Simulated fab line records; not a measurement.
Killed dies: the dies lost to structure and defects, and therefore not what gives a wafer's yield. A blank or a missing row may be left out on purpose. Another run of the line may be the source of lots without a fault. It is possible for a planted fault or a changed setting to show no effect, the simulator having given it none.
Chamber matching || flow n5-finfet || N5_ILD0_CMP_12 on cmp-04: 4 sister chambers
The step polishes SiNx, stops on poly-Si, t overpolish 6 s, target thk 17.67 nm. 8 wafers are shown with their chamber, then 10 later ones without.

WAFERS, EACH WITH ITS CHAMBER
{"wafer": "L077.1", "chamber": 3, "motor-current-A (A)": 11.1, "time-to-endpoint-s (s)": 27}
{"wafer": "L079.2", "chamber": 1, "motor-current-A (A)": 9.7, "time-to-endpoint-s (s)": 27}
{"wafer": "L081.6", "chamber": 0, "motor-current-A (A)": 9.0, "time-to-endpoint-s (s)": 23}
{"wafer": "L085.1", "chamber": 0, "motor-current-A (A)": 8.8, "time-to-endpoint-s (s)": 29}
{"wafer": "L085.3", "chamber": 2, "motor-current-A (A)": 8.8, "time-to-endpoint-s (s)": 31}
{"wafer": "L085.5", "chamber": 1, "motor-current-A (A)": 10.1, "time-to-endpoint-s (s)": 29}
{"wafer": "L089.3", "chamber": 2, "motor-current-A (A)": 8.6, "time-to-endpoint-s (s)": 30}
{"wafer": "L089.4", "chamber": 3, "motor-current-A (A)": 10.5, "time-to-endpoint-s (s)": 30}

WAFERS WITHOUT THEIR CHAMBER
{"wafer": "L089.6", "motor-current-A (A)": 10.3, "time-to-endpoint-s (s)": 29}
{"wafer": "L094.2", "motor-current-A (A)": 10.5, "time-to-endpoint-s (s)": 33}
{"wafer": "L094.4", "motor-current-A (A)": 9.2, "time-to-endpoint-s (s)": 27}
{"wafer": "L094.6", "motor-current-A (A)": 10.7, "time-to-endpoint-s (s)": 30}
{"wafer": "L095.1", "motor-current-A (A)": 8.8, "time-to-endpoint-s (s)": 28}
{"wafer": "L095.3", "motor-current-A (A)": 10.8, "time-to-endpoint-s (s)": 30}
{"wafer": "L095.5", "motor-current-A (A)": 10.4, "time-to-endpoint-s (s)": 30}
{"wafer": "L097.2", "motor-current-A (A)": 10.5, "time-to-endpoint-s (s)": 24}
{"wafer": "L097.3", "motor-current-A (A)": 9.0, "time-to-endpoint-s (s)": 30}
{"wafer": "L097.4", "motor-current-A (A)": 9.0, "time-to-endpoint-s (s)": 26}

WHICH CHAMBER EACH WENT THROUGH
{"wafer": "L089.6", "from the rows above": "can't be placed: 1 or 3", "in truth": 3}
{"wafer": "L094.2", "from the rows above": "can't be placed: 3 or 1", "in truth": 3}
{"wafer": "L094.4", "from the rows above": "can't be placed: 0 or 2 or 1", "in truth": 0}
{"wafer": "L094.6", "from the rows above": 3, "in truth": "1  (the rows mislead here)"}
{"wafer": "L095.1", "from the rows above": "can't be placed: 0 or 2", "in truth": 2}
{"wafer": "L095.3", "from the rows above": 3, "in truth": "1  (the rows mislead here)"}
{"wafer": "L095.5", "from the rows above": "can't be placed: 3 or 1", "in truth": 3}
{"wafer": "L097.2", "from the rows above": "can't be placed: 3 or 1", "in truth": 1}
{"wafer": "L097.3", "from the rows above": "can't be placed: 2 or 0", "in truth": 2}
{"wafer": "L097.4", "from the rows above": "can't be placed: 0 or 2", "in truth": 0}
Correct placement for 0 of the 10. Not placeable from these rows: 8 (in 8, the candidates include the true chamber). Number placed wrongly: 2.
How it was worked out, from the rows above alone: a wafer's distance from a chamber is the root of the sum, over the readings, of the square of ((its reading less the chamber's mean) divided by the reading's scatter). If the next closest chamber is less than 2 further off than the closest, the wafer can't be placed; otherwise it belongs to the closest. For every chamber, the mean is computed from those of its wafers that are shown. The scatter: take each reading less its chamber's mean, square it, sum over the shown wafers, divide by the number of wafers less the number of chambers, and take the root.
